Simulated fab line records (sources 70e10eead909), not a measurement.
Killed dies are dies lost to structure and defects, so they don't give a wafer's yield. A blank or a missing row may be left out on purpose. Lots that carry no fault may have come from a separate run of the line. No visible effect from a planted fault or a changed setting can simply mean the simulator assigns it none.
Comparing a struck lot with a sound one | flow nand-harc | 14 out of 1159 route steps
Sound: the wafers L571.1, L571.2, L571.4. Struck: wafer L558.3 (L558.1, L558.2, from the same lot, were not struck and are left out); the cause is given at the end.
Each step with rows lists, per side, the tool, then ch with its chambers, then its first start. Under that, the readings that differ: sound wafers | struck wafers | difference of the means | sigmas: that difference in standard deviations of wafers without a fault.
alike: a reading whose means differ by less than 2 such deviations, as well as words and numbers matching on both sides. not compared: withheld readings; readings where some wafer has no value; bounds like >300 that might hide an equal value; numbers whose values overlap and for which the record gives no deviation.
The two part at a step that has a row with sigmas, a row that says differs or no value, or rows on one side only. When numbers do not overlap yet have no deviation, they are printed without sigmas and do not part them. A reading that every wafer of one side lacks parts them only if that side has two wafers or more.

first, 1 step without rows for these wafers: NHARC_A_STAIRCASE_TRIM_189 (chemistry O2, time 211.2 s).
NHARC_A_STAIRCASE_ETCH_190: etches the open film in C4F8/O2, target depth 100 nm, time 40.5 s.
  sound on rie-diel-09 ch 0,2,3; struck on rie-diel-08 ch 3
  reading                | sound    | struck | difference | sigmas
  rf-hours-counter-h (h) | 31 25 32 | 53     | +24        |
  alike: oes-product-au, rf-vpp-V, run-length-s
NHARC_A_STAIRCASE_TRIM_191: chemistry O2, time 211.2 s.
  sound on rie-diel-09 ch 1,2,3; struck on rie-diel-08 ch 3
  reading                | sound    | struck | difference | sigmas
  rf-hours-counter-h (h) | 32 31 25 | 53     | +24        |
  alike: drypump-motor-current-A, o2-flow-sccm, oes-product-au, rf-vpp-V, showerhead-plenum-p-Torr, throttle-valve-pct
NHARC_A_STAIRCASE_ETCH_192: etches the open film in C4F8/O2, target depth 100 nm, time 40.5 s.
  sound on rie-diel-09 ch 0,1,3; struck on rie-diel-08 ch 2
  reading                | sound    | struck | difference | sigmas
  rf-hours-counter-h (h) | 32 31 31 | 53     | +22        |
  alike: oes-product-au, rf-vpp-V, run-length-s
then, 1 step without rows for these wafers: NHARC_A_STAIRCASE_TRIM_193 (chemistry O2, time 211.2 s).
NHARC_A_STAIRCASE_ETCH_194: etches the open film in C4F8/O2, target depth 100 nm, time 40.5 s.
  sound on rie-diel-09 ch 0,2,3; struck on rie-diel-08 ch 0
  reading                | sound    | struck | difference | sigmas
  rf-hours-counter-h (h) | 25 31 32 | 48     | +19        |
  alike: oes-product-au, rf-vpp-V, run-length-s
then, 5 steps without rows for these wafers: NHARC_A_STAIRCASE_TRIM_196 (chemistry O2, time 211.2 s); NHARC_A_STAIRCASE_ETCH_197 (etches the open film in C4F8/O2, target depth 100 nm, time 40.5 s); NHARC_A_STAIRCASE_TRIM_198 (chemistry O2, time 211.2 s); NHARC_A_STAIRCASE_ETCH_199 (etches the open film in C4F8/O2, target depth 100 nm, time 40.5 s); NHARC_A_STAIRCASE_TRIM_200 (chemistry O2, time 211.2 s).
NHARC_A_STAIRCASE_ETCH_201: etches the open film in C4F8/O2, target depth 100 nm, time 40.5 s.
  sound on rie-diel-08 ch 0,1,3, day 15 05:05; struck on rie-diel-08 ch 3, day 12 08:50
  reading                | sound             | struck | difference | sigmas
  oes-product-au (a.u.)  | 0.948 0.947 0.945 | 0.919  | -0.028     | -2
  rf-hours-counter-h (h) | 13 13 12          | 54     | +41        |
  run-length-s (s)       | 61.7 61.3 61.2    | 72.1   | +10.7      | +20
  alike: rf-vpp-V
NHARC_A_STAIRCASE_TRIM_202: chemistry O2, time 211.2 s.
  sound on rie-diel-08 ch 1,2,3; struck on rie-diel-08 ch 1
  reading                | sound    | struck | difference | sigmas
  rf-hours-counter-h (h) | 13 12 12 | 55     | +43        |
  alike: drypump-motor-current-A, o2-flow-sccm, oes-product-au, rf-vpp-V, showerhead-plenum-p-Torr, throttle-valve-pct
-- break in the record here, with 9 days between the starts of the struck wafers on either side (left off in module A_STAIRCASE, picked up again in module END, where the first step shown is number 1159 on the route) --
NHARC_END_SORT_01:
  sound on prober-02 ch 0, day 23 16:08; struck on prober-02 ch 0, day 21 00:11
  reading         | sound    | struck | difference | sigmas
  killed-at-array | 24 16 37 | 488    | +462       | +36
  killed-dies     | 27 17 38 | 490    | +463       | +36
  alike: killed-at-other, killed-at-periphery, killed-open, killed-short

WHERE THEY PART
Last at NHARC_END_SORT_01 as far as this record goes, first at NHARC_A_STAIRCASE_ETCH_201.

WHY: what had been put in by the simulator
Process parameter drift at NHARC_A_STAIRCASE_ETCH_201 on rie-diel-08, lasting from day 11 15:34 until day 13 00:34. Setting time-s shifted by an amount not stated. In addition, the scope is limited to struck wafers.
